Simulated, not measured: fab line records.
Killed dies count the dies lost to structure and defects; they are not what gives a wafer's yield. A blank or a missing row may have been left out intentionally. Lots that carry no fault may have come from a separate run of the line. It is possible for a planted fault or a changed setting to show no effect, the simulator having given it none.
fab line records	flow n5-finfet
[record] lots = 7	wafers = 21
route steps=1938 shown ZERO_LAYER@6 PMOS_HMC_CHANNEL_EPI@57 FIN_SAQP@103 FIN_CUT@169
start-h: hours from the record's opening day to when the first of the lot's shown wafers began	wait-h: time in hours since the lot's previous step	" same as the row above	L1.1+2: one row covering several wafers at once	- no value present, or no start provided	* or withheld: withheld	< > ~ a bound
route shown NAME@n: names a module that has steps shown in the file, with the first one's number in the route	usual: mean and standard deviation over wafers with no fault	same: alike in all rows	chamber/n: place in a boat	sites: each site's reading	_std_site: the values' standard deviation	_edge_site: outer sites' mean less inner sites'	radius-mm: for every site, how far away it sits from the centre of the wafer	mask NAME#n: copy n	behind: the most recent tool/chamber to have shaped the wafer	hold: reason for holding the lot/hours on hold/outcome of the hold	device: transistor that didn't switch, given as n, p or np	end of line: tests of these same wafers at the route's end	where a step has no rows: the recipe by itself	killed: count of dies lost to structure and defects at first sort (not the wafer's yield)	map: per-die view of a wafer (x killed, . not killed, _ where there is no die)
set.NAME: setting as actually run; set.NAME@STEP: the setting as run at that earlier step	model.NAME: the simulator's own value behind a step, which no gauge read
lots where settings were altered on purpose, with a table for each step and a row for each wafer
[[steps]]
[step N5_ZERO_LAYER_COAT_05]
[recipe] spin-rpm = 1500	resist-thk-nm = 1000
lot.wafer	tool	chamber	start-h	wait-h	set.spin-rpm	model.coat_of_ZERO_LAYER_COAT_05.thk-nm
L081.1	litho-track-01	0	-	-	1500	992.8
L081.3	"	0	"	"	1355	1046
L081.6	"	0	"	"	1500	992.7
L084.4+5	litho-track-01	0	-	-	1500	1003
L084.6	"	0	"	"	1577	974.6
L087.1	litho-track-01	0	-	-	1500	1001
L087.4	"	0	"	"	1500	999.6
L087.5	"	0	"	"	1500	998.8
L088.2	litho-track-02	0	-	-	1346	1057
L088.5	"	0	"	"	1500	1004
L088.6	"	0	"	"	1500	1003
L089.3	litho-track-05	0	-	-	1500	998.5
L089.5	"	0	"	"	1500	1000
L089.6	"	0	"	"	1500	1003
L095.1	litho-track-02	0	-	-	1500	1005
L095.3	"	0	"	"	1500	1002
L095.6	"	0	"	"	1433	1029
L097.1	litho-track-01	0	-	-	1500	998.6
L097.5	"	0	"	"	1613	963.4
L097.6	"	0	"	"	1500	995.2
[step N5_ZERO_LAYER_DEVELOP_10]
[recipe] develop-time-s = 60	rinse-liquid = diw	dry = air-spin	dev-temp-c = 21
lot.wafer	tool	chamber	start-h	wait-h	set.develop-time-s
L081.1+3+6	litho-track-02	0	-	-	60
L084.4+6	litho-track-02	0	-	-	60
L084.5	"	0	"	"	54.65
L087.1+4+5	litho-track-01	0	-	-	60
L088.2+6	litho-track-02	0	-	-	60
L088.5	"	0	"	"	49.81
L089.3+5+6	litho-track-01	0	-	-	60
L095.1	litho-track-01	0	-	-	64.89
L095.3+6	"	0	"	"	60
L097.1+5+6	litho-track-05	0	-	-	60
[step N5_ZERO_LAYER_HARDBAKE_23]
[recipe] temp-c = 130	time-s = 120
[step N5_ZERO_LAYER_ETCH_17]
[recipe] chemistry = CF4	target = SiO2	target-depth-a = 120	time-s = 13.3	ion-energy-ev = 350	pressure-mtorr = 40	source-w = 450	bias-w = 215	Ar_flow_sccm = 100	cf4-flow-sccm = 100
[step N5_ZERO_LAYER_ETCH_18]
[recipe] chemistry = HBr/Cl2	target = Si	target-depth-a = 1200	time-s = 40	pressure-mtorr = 10	icp-w = 800	bias-w = 75	HBr_flow_sccm = 150	Cl2_flow_sccm = 80
[step N5_ZERO_LAYER_STRIP_24]
[recipe] chemistry = O2	power-w = 1000	temp-c = 250	overash-fraction = 0.3	pressure-mtorr = 1000	o2-flow-sccm = 6750
[usual] strip-time-to-endpoint-s = 43.89/0.092
lot.wafer	tool	chamber	start-h	wait-h	set.spin-rpm@ZERO_LAYER_COAT_05	strip-time-to-endpoint-s
L081.1	plasma-asher-01	1	55.04	0.1	1500	43.64
L081.3	"	1	"	"	1355	45.20
L081.6	"	0	"	"	1500	43.63
L084.4	plasma-asher-02	0	73.15	0.1	1500	43.93
L084.5	"	0	"	"	1500	43.91
L084.6	"	1	"	"	1577	43.10
L087.1	plasma-asher-02	0	90.90	0.1	1500	43.86
L087.4	"	0	"	"	1500	43.84
L087.5	"	1	"	"	1500	43.81
L088.2	plasma-asher-02	1	96.95	0.1	1346	45.54
L088.5	"	1	"	"	1500	43.96
L088.6	"	0	"	"	1500	43.92
L089.3	plasma-asher-02	0	102.94	0.1	1500	43.78
L089.5	"	1	"	"	1500	43.87
L089.6	"	0	"	"	1500	43.96
L095.1	plasma-asher-02	1	138.92	0.1	1500	44.07
L095.3	"	1	"	"	1500	43.89
L095.6	"	1	"	"	1433	44.70
L097.1	plasma-asher-02	0	151.02	0.1	1500	43.84
L097.5	"	1	"	"	1613	42.77
L097.6	"	0	"	"	1500	43.70
[step N5_PMOS_HMC_CHANNEL_EPI_HM_DEP_34]
[recipe] material = SiO2	target-thk-a = 360	temp-c = 400	precursor = TEOS/O2	pressure-torr = 6.5	rf-w = 900	teos-flow-sccm = 161.4	gas = O2	flow-sccm = 2650	time-s = 6.9
lot.wafer	tool	chamber	start-h	wait-h	set.time-s	model.SiO2_of_PMOS_HMC_CHANNEL_EPI_HM_DEP_34.thk-nm
L081.1	pecvd-01	1	58.64	0.0	7.227	37.66
L081.3	"	2	"	"	7.227	38.34
L081.6	"	2	"	"	6.9	36.93
L084.4	pecvd-03	1	77.39	0.0	7.79	40.43
L084.5	"	0	"	"	6.9	36.08
L084.6	"	2	"	"	6.9	36.49
L087.1	pecvd-02	0	97.34	0.0	6.9	35.16
L087.4	"	2	"	"	6.9	36.48
L087.5	"	1	"	"	6.11	31.77
L088.2	pecvd-03	0	101.80	0.0	7.452	37.92
L088.5	"	2	"	"	7.452	39.01
L088.6	"	1	"	"	7.452	38.64
L089.3	pecvd-03	2	106.80	0.0	6.9	36.66
L089.5	"	0	"	"	6.9	36.6
L089.6	"	1	"	"	6.9	36.24
L095.1	pecvd-03	0	142.59	0.0	6.9	35.49
L095.3	"	1	"	"	6.9	34.88
L095.6	"	2	"	"	6.9	36.15
L097.1	pecvd-01	1	155.06	0.0	6.9	35.95
L097.5	"	2	"	"	6.619	35.49
L097.6	"	0	"	"	6.619	35.78
[step N5_PMOS_HMC_CHANNEL_EPI_COAT_03]
[recipe] resist = CAR-ArF-block	spin-rpm = 1500	resist-thk-nm = 205
lot.wafer	tool	chamber	start-h	wait-h	set.spin-rpm	model.CAR-ArF-block_of_PMOS_HMC_CHANNEL_EPI_COAT_03.thk-nm
L081.1	litho-track-02	0	-	-	1364	215.6
L081.3	"	0	"	"	1500	206.1
L081.6	"	0	"	"	1500	205.5
L084.4	litho-track-03	0	-	-	1456	207.9
L084.5	"	0	"	"	1500	204.2
L084.6	"	0	"	"	1500	204.6
L087.1+5	litho-track-03	0	-	-	1500	204.9
L087.4	"	0	"	"	1500	205.1
L088.2	litho-track-05	0	-	-	1500	206.3
L088.5	"	0	"	"	1500	206.2
L088.6	"	0	"	"	1500	205.5
L089.3	litho-track-02	0	-	-	1500	205.2
L089.5	"	0	"	"	1500	205.8
L089.6	"	0	"	"	1500	206.3
L095.1	litho-track-02	0	-	-	1500	205.2
L095.3	"	0	"	"	1500	205.4
L095.6	"	0	"	"	1389	213.4
L097.1	litho-track-05	0	-	-	1500	204.7
L097.5+6	"	0	"	"	1500	205.7
[step N5_PMOS_HMC_CHANNEL_EPI_EBR_05]
[recipe] solvent = PGMEA	ebr-width-mm = 1.5
[step N5_PMOS_HMC_CHANNEL_EPI_SOFTBAKE_04]
[recipe] temp-c = 110	time-s = 60	resist = CAR-ArF-block
[step N5_PMOS_HMC_CHANNEL_EPI_DESCUM_14]
[recipe] chemistry = O2	time-s = 7.9	source-power-w = 50	bias-power-w = 20	pressure-mtorr = 20	rf-frequency-hz = 2.712e+07	temp-c = 40	resist = CAR-ArF-block	o2-flow-sccm = 225
[step N5_PMOS_HMC_CHANNEL_EPI_ETCH_32]
[recipe] chemistry = N2/H2	target = BARC	stop-on = SiO2	target-depth-a = 858	over-etch-frac = 0.3	time-s = 50.3	ion-energy-ev = 200	mask-material = CAR-ArF-block	pressure-mtorr = 30	source-w = 840	bias-w = 150	n2-flow-sccm = 200	h2-flow-sccm = 200
lot.wafer	tool	chamber	start-h	wait-h	set.spin-rpm@PMOS_HMC_CHANNEL_EPI_COAT_03	model.CAR-ArF-block_of_PMOS_HMC_CHANNEL_EPI_COAT_03.thk-nm
L081.1	rie-diel-06	2	59.18	0.0	1364	146.2
L081.3	"	1	"	"	1500	133.9
L081.6	"	2	"	"	1500	136.1
L084.4	rie-diel-01	2	77.78	0.0	1456	137.4
L084.5	"	3	"	"	1500	134.7
L084.6	"	0	"	"	1500	132.1
L087.1	rie-diel-06	3	97.80	0.0	1500	131.9
L087.4	"	0	"	"	1500	135.7
L087.5	"	0	"	"	1500	136
L088.2	rie-diel-01	2	102.21	0.0	1500	134.9
L088.5	"	3	"	"	1500	136
L088.6	"	0	"	"	1500	132.1
L089.3	rie-diel-01	1	107.27	0.0	1500	131
L089.5	"	1	"	"	1500	131.8
L089.6	"	2	"	"	1500	134.5
L095.1	rie-diel-01	1	143.13	0.0	1500	131.2
L095.3	"	0	"	"	1500	132.3
L095.6	"	0	"	"	1389	139.9
L097.1	rie-diel-06	1	155.47	0.0	1500	131.1
L097.5	"	1	"	"	1500	131.9
L097.6	"	2	"	"	1500	135.5
[step N5_PMOS_HMC_CHANNEL_EPI_HM_OPEN_15]
[recipe] chemistry = CHF3/O2	target = SiO2	mask-material = CAR-ArF-block	target-depth-a = 406	CHF3_flow_sccm = 50	O2_flow_sccm = 5	Ar_flow_sccm = 200	time-s = 20.3	pressure-mtorr = 30	source-w = 650	bias-w = 170	ion-energy-ev = 200
[step N5_PMOS_HMC_CHANNEL_EPI_STRIP_33]
[recipe] chemistry = N2/H2	power-w = 500	temp-c = 40	pressure-mtorr = 50	rf-frequency-hz = 6e+07	overash-fraction = 0.3	bias-power-w = 8	h2-frac = 0.5	n2-flow-sccm = 300	h2-flow-sccm = 300
[step N5_PMOS_HMC_CHANNEL_EPI_STRIP_17]
[recipe] chemistry = SPM	time-s = 750	temp-c = 130	h2so4-h2o2-vol-ratio = 4	dry = ipa-marangoni
[step N5_PMOS_HMC_CHANNEL_EPI_ETCH_38]
[recipe] chemistry = CF4	target = SiO2	target-depth-a = 15	ion-energy-ev = 350	pressure-mtorr = 10	icp-w = 800	bias-w = 400	cf4-flow-sccm = 80
lot.wafer	tool	chamber	start-h	wait-h	set.time-s@PMOS_HMC_CHANNEL_EPI_HM_DEP_34	model.SiO2_of_PMOS_HMC_CHANNEL_EPI_HM_DEP_34.thk-nm
L081.1	rie-si-04	2	59.59	0.0	7.227	36.13
L081.3	"	1	"	"	7.227	36.83
L081.6	"	1	"	"	6.9	35.43
L084.4	rie-si-01	0	78.18	0.0	7.79	38.96
L084.5	"	1	"	"	6.9	34.61
L084.6	"	2	"	"	6.9	35.02
L087.1	rie-si-05	0	98.20	0.0	6.9	33.59
L087.4	"	1	"	"	6.9	34.94
L087.5	"	1	"	"	6.11	30.23
L088.2	rie-si-05	2	102.63	0.0	7.452	36.39
L088.5	"	0	"	"	7.452	37.43
L088.6	"	1	"	"	7.452	37.1
L089.3	rie-si-04	1	107.67	0.0	6.9	35.11
L089.5	"	0	"	"	6.9	35.07
L089.6	"	1	"	"	6.9	34.73
L095.1	rie-si-01	3	143.53	0.0	6.9	33.94
L095.3	"	0	"	"	6.9	33.4
L095.6	"	3	"	"	6.9	34.63
L097.1	rie-si-05	0	155.89	0.0	6.9	34.37
L097.5	"	0	"	"	6.619	33.9
L097.6	"	3	"	"	6.619	34.34
[step N5_FIN_SAQP_COAT_49]
[recipe] resist = SOC	temp-c = 250	time-s = 60	spin-rpm = 1500	resist-thk-nm = 100
lot.wafer	tool	chamber	start-h	wait-h	set.spin-rpm	model.SOC_of_FIN_SAQP_COAT_49.thk-nm
L081.1	litho-track-04	0	63.10	0.1	1500	99.88
L081.3	"	0	"	"	1500	99.87
L081.6	"	0	"	"	1347	105.3
L084.4	litho-track-05	0	82.10	0.0	1500	100.3
L084.5	"	0	"	"	1500	100.1
L084.6	"	0	"	"	1421	103
L087.1	litho-track-04	0	104.61	0.1	1387	103.8
L087.4	"	0	"	"	1500	99.97
L087.5	"	0	"	"	1387	103.9
L088.2	litho-track-01	0	107.49	0.1	1500	99.91
L088.5	"	0	"	"	1566	97.81
L088.6	"	0	"	"	1566	97.94
L089.3	litho-track-01	0	111.34	0.1	1500	99.97
L089.5	"	0	"	"	1500	99.99
L089.6	"	0	"	"	1500	99.5
L095.1	litho-track-05	0	146.89	0.1	1572	97.97
L095.3	"	0	"	"	1500	100.1
L095.6	"	0	"	"	1572	97.7
L097.1	litho-track-05	0	159.27	0.1	1392	103.8
L097.5	"	0	"	"	1392	104
L097.6	"	0	"	"	1500	99.95
[step N5_FIN_SAQP_COAT_10]
[recipe] resist = CAR-ArF	spin-rpm = 1500	resist-thk-nm = 90
lot.wafer	tool	chamber	start-h	wait-h	set.spin-rpm	model.CAR-ArF_of_FIN_SAQP_COAT_10.thk-nm
L081.1	litho-track-04	0	-	-	1500	89.98
L081.3	"	0	"	"	1500	89.94
L081.6	"	0	"	"	1447	91.41
L084.4	litho-track-05	0	-	-	1658	86.12
L084.5	"	0	"	"	1500	90.23
L084.6	"	0	"	"	1658	85.63
L087.1	litho-track-04	0	-	-	1500	89.67
L087.4	"	0	"	"	1426	92.37
L087.5	"	0	"	"	1500	90.07
L088.2	litho-track-01	0	-	-	1411	93.03
L088.5	"	0	"	"	1411	92.92
L088.6	"	0	"	"	1500	90.35
L089.3	litho-track-01	0	-	-	1500	89.81
L089.5	"	0	"	"	1500	89.78
L089.6	"	0	"	"	1500	89.73
L095.1	litho-track-05	0	-	-	1435	92.13
L095.3	"	0	"	"	1500	90.08
L095.6	"	0	"	"	1500	90.13
L097.1	litho-track-05	0	-	-	1566	88.15
L097.5	"	0	"	"	1500	90.38
L097.6	"	0	"	"	1500	90.18
[step N5_FIN_SAQP_EBR_12]
[recipe] solvent = PGMEA	ebr-width-mm = 1.5
[step N5_FIN_SAQP_SOFTBAKE_11]
[recipe] temp-c = 110	time-s = 60	resist = CAR-ArF
[step N5_FIN_SAQP_DESCUM_21]
[recipe] chemistry = O2	time-s = 7.9	source-power-w = 50	bias-power-w = 20	pressure-mtorr = 20	rf-frequency-hz = 2.712e+07	temp-c = 40	resist = CAR-ArF	o2-flow-sccm = 225
[step N5_FIN_SAQP_ETCH_51]
[recipe] chemistry = CF4	target = SiARC	target-depth-a = 455	mask-material = CAR-ArF	time-s = 75.8	ion-energy-ev = 80	pressure-mtorr = 40	source-w = 545	bias-w = 36	Ar_flow_sccm = 100	cf4-flow-sccm = 100	ends = cleared
[step N5_FIN_SAQP_ETCH_52]
[recipe] chemistry = N2/H2	target = SOC	target-depth-a = 1000	overetch-a = 200	mask-material = SiARC	temp-c = 40	time-s = 150	ion-energy-ev = 200	pressure-mtorr = 30	source-w = 840	bias-w = 150	n2-flow-sccm = 200	h2-flow-sccm = 200	ends = end-point
lot.wafer	tool	chamber	start-h	wait-h	set.spin-rpm@FIN_SAQP_COAT_49	model.etch.depth-nm
L081.1	rie-diel-04	3	63.66	0.0	1500	99.88
L081.3	"	2	"	"	1500	99.87
L081.6	"	3	"	"	1347	105.3
L084.4	rie-diel-04	0	82.68	0.0	1500	100.3
L084.5	"	2	"	"	1500	100.1
L084.6	"	1	"	"	1421	103
L087.1	rie-diel-03	2	105.05	0.0	1387	103.8
L087.4	"	1	"	"	1500	99.97
L087.5	"	3	"	"	1387	103.9
L088.2	rie-diel-02	1	107.97	0.0	1500	99.91
L088.5	"	0	"	"	1566	97.81
L088.6	"	1	"	"	1566	97.94
L089.3	rie-diel-02	1	112.04	0.0	1500	99.97
L089.5	"	1	"	"	1500	99.99
L089.6	"	0	"	"	1500	99.5
L095.1	rie-diel-03	0	148.59	0.0	1572	97.97
L095.3	"	1	"	"	1500	100.1
L095.6	"	1	"	"	1572	97.7
L097.1	rie-diel-04	2	159.98	0.0	1392	103.8
L097.5	"	2	"	"	1392	104
L097.6	"	3	"	"	1500	99.95
[step N5_FIN_SAQP_STRIP_53]
[recipe] chemistry = N2/H2	temp-c = 40	n2-flow-sccm = 200	h2-flow-sccm = 200	rf-frequency-hz = 6e+07
[step N5_FIN_SAQP_HM_OPEN_73]
[recipe] chemistry = CHF3/O2	target = SiO2	stop-on = a-Si	target-depth-a = 120	over-etch-frac = 1.8	mask-material = SOC	time-s = 16.8	pressure-mtorr = 30	source-w = 650	bias-w = 170	Ar_flow_sccm = 200	CHF3_flow_sccm = 50	O2_flow_sccm = 5	ion-energy-ev = 200	ends = end-point
[step N5_FIN_SAQP_STRIP_74]
[recipe] chemistry = CHF3/O2	resist = SiARC	rf-frequency-hz = 6e+07
[step N5_FIN_SAQP_MANDREL_ETCH_22]
[recipe] target-depth-a = 600	chemistry = HBr/Cl2	target = a-Si	stop-on = SiNx	bt-time-s = 10	over-etch-frac = 0.5	time-s = 30	pressure-mtorr = 10	icp-w = 800	bias-w = 75	HBr_flow_sccm = 150	Cl2_flow_sccm = 80	ends = end-point
lot.wafer	tool	chamber	start-h	wait-h	set.spin-rpm@FIN_SAQP_COAT_49	model.SOC_of_FIN_SAQP_COAT_49.thk-nm
L081.1	rie-si-06	2	63.85	0.0	1500	75.65
L081.3	"	3	"	"	1500	75.78
L081.6	"	3	"	"	1347	81.25
L084.4	rie-si-02	3	82.83	0.0	1500	77.3
L084.5	"	1	"	"	1500	76.99
L084.6	"	0	"	"	1421	79.33
L087.1	rie-si-03	3	105.24	0.0	1387	79.31
L087.4	"	1	"	"	1500	75.88
L087.5	"	2	"	"	1387	79.45
L088.2	rie-si-02	2	108.16	0.0	1500	76.03
L088.5	"	0	"	"	1566	74.24
L088.6	"	3	"	"	1566	74.87
L089.3	rie-si-02	2	112.23	0.0	1500	75.92
L089.5	"	0	"	"	1500	76.08
L089.6	"	1	"	"	1500	76.28
L095.1	rie-si-06	1	148.78	0.0	1572	74.19
L095.3	"	2	"	"	1500	76.22
L095.6	"	0	"	"	1572	73.95
L097.1	rie-si-02	0	160.18	0.0	1392	79.83
L097.5	"	1	"	"	1392	80.75
L097.6	"	0	"	"	1500	76.04
[step N5_FIN_CUT_ETCH_21]
[recipe] chemistry = N2/H2	target = SOC	target-depth-a = 2190	overetch-a = 438	mask-material = SiARC	temp-c = 40	ion-energy-ev = 100	bias-w = 61	time-s = 523.5	pressure-mtorr = 30	source-w = 850	n2-flow-sccm = 200	h2-flow-sccm = 200
lot.wafer	tool	chamber	start-h	wait-h	set.time-s	model.etch.depth-nm	model.SiARC_of_FIN_CUT_COAT_19.thk-nm	model.FIN_CUT.cd-offset-nm
L081.1	rie-diel-05	1	68.88	0.0	523.5	229.9	12	0.2
L081.3	"	0	"	"	424.9	216	13.4	-1.6
L081.6	"	1	"	"	523.5	230.4	12.2	0.2
L084.4	rie-diel-05	3	87.38	0.0	523.5	229.8	12.2	0.8
L084.5	"	2	"	"	485	229.3	12.6	-0.8
L084.6	"	1	"	"	523.5	230	12	0.4
L087.1	rie-diel-06	2	111.21	0.0	523.5	229.1	12	-0.2
L087.4	"	3	"	"	523.5	228.9	11.8	0.2
L087.5	"	0	"	"	523.5	228.9	12.2	-0.8
L088.2	rie-diel-01	0	113.20	0.0	523.5	230.9	11.8	-0.2
L088.5	"	2	"	"	436.9	216.1	13.4	-1.2
L088.6	"	1	"	"	523.5	231.1	11.6	0.2
L089.3	rie-diel-01	3	117.64	0.0	523.5	229	12.2	0.6
L089.5	"	2	"	"	523.5	229.6	12	0
L089.6	"	3	"	"	523.5	228.9	12.2	0.6
L095.1	rie-diel-06	2	153.32	0.0	523.5	230.1	12.2	0
L095.3	"	1	"	"	602.5	229.6	10.4	1.6
L095.6	"	2	"	"	523.5	230	12.2	0
L097.1	rie-diel-05	1	165.39	0.0	523.5	229.8	12	0
L097.5	"	1	"	"	523.5	230.1	12	0.2
L097.6	"	0	"	"	523.5	230.5	12	0.2
[[key]]
[split] step = N5_ZERO_LAYER_COAT_05	setting = spin-rpm	stated = 1500	by = wafer
[response] step = N5_ZERO_LAYER_COAT_05	reading = model.coat_of_ZERO_LAYER_COAT_05.thk-nm	change = -5.23	per = 1%	r = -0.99
[response] step = N5_ZERO_LAYER_STRIP_24	reading = strip-time-to-endpoint-s	change = *	per = 1%	r = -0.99
[split] step = N5_ZERO_LAYER_DEVELOP_10	setting = develop-time-s	stated = 60	by = wafer
response none clear
[split] step = N5_PMOS_HMC_CHANNEL_EPI_HM_DEP_34	setting = time-s	stated = 6.9	by = wafer
[response] step = N5_PMOS_HMC_CHANNEL_EPI_HM_DEP_34	reading = model.SiO2_of_PMOS_HMC_CHANNEL_EPI_HM_DEP_34.thk-nm	change = +0.316	per = 1%	r = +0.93
[response] step = N5_PMOS_HMC_CHANNEL_EPI_ETCH_38	reading = model.SiO2_of_PMOS_HMC_CHANNEL_EPI_HM_DEP_34.thk-nm	change = +0.314	per = 1%	r = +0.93
[split] step = N5_PMOS_HMC_CHANNEL_EPI_COAT_03	setting = spin-rpm	stated = 1500	by = wafer
[response] step = N5_PMOS_HMC_CHANNEL_EPI_COAT_03	reading = model.CAR-ArF-block_of_PMOS_HMC_CHANNEL_EPI_COAT_03.thk-nm	change = -1.09	per = 1%	r = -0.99
[response] step = N5_PMOS_HMC_CHANNEL_EPI_ETCH_32	reading = model.CAR-ArF-block_of_PMOS_HMC_CHANNEL_EPI_COAT_03.thk-nm	change = -1.19	per = 1%	r = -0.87
[split] step = N5_FIN_SAQP_COAT_49	setting = spin-rpm	stated = 1500	by = wafer
[response] step = N5_FIN_SAQP_COAT_49	reading = model.SOC_of_FIN_SAQP_COAT_49.thk-nm	change = -0.523	per = 1%	r = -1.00
[response] step = N5_FIN_SAQP_ETCH_52	reading = model.etch.depth-nm	change = -0.523	per = 1%	r = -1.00
[response] step = N5_FIN_SAQP_MANDREL_ETCH_22	reading = model.SOC_of_FIN_SAQP_COAT_49.thk-nm	change = -0.502	per = 1%	r = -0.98
[split] step = N5_FIN_SAQP_COAT_10	setting = spin-rpm	stated = 1500	by = wafer
[response] step = N5_FIN_SAQP_COAT_10	reading = model.CAR-ArF_of_FIN_SAQP_COAT_10.thk-nm	change = -0.439	per = 1%	r = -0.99
[split] step = N5_FIN_CUT_ETCH_21	setting = time-s	stated = 523.5	by = wafer
[response] step = N5_FIN_CUT_ETCH_21	reading = model.etch.depth-nm	shape = bent	at-lowest = 216	at-stated = 229.8	at-highest = 229.6
[response] step = N5_FIN_CUT_ETCH_21	reading = model.SiARC_of_FIN_CUT_COAT_19.thk-nm	change = -0.0917	per = 1%	r = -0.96
[response] step = N5_FIN_CUT_ETCH_21	reading = model.FIN_CUT.cd-offset-nm	change = +0.0969	per = 1%	r = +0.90
